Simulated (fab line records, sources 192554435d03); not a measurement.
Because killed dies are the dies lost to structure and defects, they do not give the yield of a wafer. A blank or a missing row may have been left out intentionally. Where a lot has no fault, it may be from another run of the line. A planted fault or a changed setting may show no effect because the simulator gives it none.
Split-lot trial ; flow n5Finfet ; 39 wafers read across 7 lots, on a route 1938 steps long

## ON THE SPLIT
At N5_BEOL_M12_TRENCH_ETCH_34 (etches SiOC in C4F8/O2/Ar, target depth 318.95 nm, time 125.5 s), the setting timeS was moved away from the recipe's 125.5 s on 18 of the 39 wafers read, by -29.5% to +49.3%. This setting was run at the recipe's value on the other wafers.

## FROM THE SPLIT TO THE READING: what the file shows between them, 7 steps
- N5_BEOL_M12_STRIP_70: strips in C4F8/O2/Ar
- N5_BEOL_M12_OCD_MEAS_35
- N5_BEOL_M12_STRIP_37: strips in N2/H2
- N5_BEOL_M12_ETCH_38: etches SiCN in CF4/N2, target depth 68.7 nm, time 73.4 s
- N5_BEOL_M12_ECD_47: material Cu, target thk 720 nm
- N5_BEOL_M12_ANNEAL_48: time 90 s
- N5_BEOL_M12_CMP_49: polishes, stops on SiOC, t overpolish 20.6 s, target thk 320 nm

## THE READING
M12_THK, in nm, at N5_BEOL_M12_THK_MEAS_50 (measures by xrf). Typical for fault-free wafers on this fab line: 325 nm, with standard deviation 4.8 nm.

wafer;tool, chamber at the split;timeS as run, s;against the recipe;M12_THK, nm;against lot-mates on the recipe
L076.1;rieDiel-02, 1;187.4;+49.3%;476;+150
L076.2;rieDiel-02, 0;125.5;recipe;323;-
L076.3;rieDiel-02, 3;125.5;recipe;325;-
L076.4;rieDiel-02, 2;187.4;+49.3%;487;+161
L076.5;rieDiel-02, 1;187.4;+49.3%;481;+155
L076.6;rieDiel-02, 2;125.5;recipe;329;-
L078.1;rieDiel-04, 1;88.51;-29.5%;229;-96
L078.2;rieDiel-04, 3;125.5;recipe;321;-
L078.3;rieDiel-04, 2;125.5;recipe;326;-
L078.4;rieDiel-04, 2;125.5;recipe;327;-
L078.5;rieDiel-04, 1;88.51;-29.5%;230;-95
L078.6;rieDiel-04, 3;88.51;-29.5%;229;-96
L086.3;rieDiel-04, 2;125.5;recipe;329;-
L086.4;rieDiel-04, 1;125.5;recipe;324;-
L086.5;rieDiel-04, 1;125.5;recipe;323;-
L090.1;rieDiel-04, 3;125.5;recipe;326;-
L090.2;rieDiel-04, 0;125.5;recipe;329;-
L090.3;rieDiel-04, 2;152.1;+21.2%;406;+77
L090.4;rieDiel-04, 1;152.1;+21.2%;395;+66
L090.5;rieDiel-04, 2;125.5;recipe;332;-
L090.6;rieDiel-04, 3;152.1;+21.2%;400;+71
L093.1;rieDiel-02, 0;125.5;recipe;320;-
L093.2;rieDiel-02, 3;182.9;+45.7%;480;+156
L093.3;rieDiel-02, 2;182.9;+45.7%;474;+150
L093.4;rieDiel-02, 3;125.5;recipe;328;-
L093.5;rieDiel-02, 0;182.9;+45.7%;468;+144
L093.6;rieDiel-02, 2;125.5;recipe;324;-
L095.1;rieDiel-04, 3,2;125.5;recipe;320;-
L095.2;rieDiel-04, 0;159.5;+27.1%;408;+86
L095.3;rieDiel-04, 2;159.5;+27.1%;414;+92
L095.4;rieDiel-04, 1;159.5;+27.1%;410;+88
L095.5;rieDiel-04, 3;125.5;recipe;324;-
L095.6;rieDiel-04, 3,2;125.5;recipe;321;-
L097.1;rieDiel-02, 1;125.5;recipe;328;-
L097.2;rieDiel-02, 0;125.5;recipe;320;-
L097.3;rieDiel-02, 3;168.6;+34.3%;448;+124
L097.4;rieDiel-02, 2;125.5;recipe;325;-
L097.5;rieDiel-02, 0;168.6;+34.3%;433;+109
L097.6;rieDiel-02, 3;168.6;+34.3%;445;+121
When a row names more than one chamber, that row covers several wafers, and the file does not tell which wafer ran in which chamber.

FIT RESULTS
A straight line over all 39 wafers: M12_THK changes by +3.25 nm for each +1% of timeS; r = +1.00; the points scatter about the line by 4.8 nm.
The same after taking each lot's own level away (the mean of its wafers on the recipe; 39 wafers): +3.25 nm for each +1%; r = +1.00; scatter 4.3 nm.
That fit puts the effect of the largest move of timeS on the reading at 1.6e+02 nm.
The span of the lots' own levels, 321.7 to 329.0 nm, comes to 1.5 times the standard deviation stated above.
So the lot-to-lot level changes the slope little: the two slopes agree.
Check: +162 nm against its lot-mates is what the line predicts for one of the wafers moved furthest among these (+49.3%) when that wafer is left out of the fit. Against them it came out at +150 nm.

## THE WHOLE CHAIN: every reading that the file lists as answering this split, in the file's order
step;what it does;reading;change (the file's fit);r (the file's)
N5_BEOL_M12_TRENCH_ETCH_34;etches SiOC in C4F8/O2/Ar, target depth 318.95 nm, time 125.5 s;etch.depthNm (the simulator's own value, which no gauge read);+3.27 nm for each +1% of the setting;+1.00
N5_BEOL_M12_OCD_MEAS_35;;trenchDepthNm;+3.27 nm for each +1% of the setting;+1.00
N5_BEOL_M12_CMP_49;polishes, stops on SiOC, t overpolish 20.6 s, target thk 320 nm;Cu_of_BEOL_M12_ECD_47.thkNm (the simulator's own value, which no gauge read);+3.27 nm for each +1% of the setting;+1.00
N5_BEOL_M12_THK_MEAS_50;measures by xrf;M12_THK;+3.27 for each +1% of the setting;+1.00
N5_BEOL_M12_RS_MEAS_54;measures by four-point-probe;M12_RS;not straight: 0.0858 at the lowest setting, 0.0590 at the recipe, 0.0390 at the highest;not given

## THE FILE'S OWN FIT
M12_THK changes by +3.27 nm for each +1% of timeS, r = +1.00.
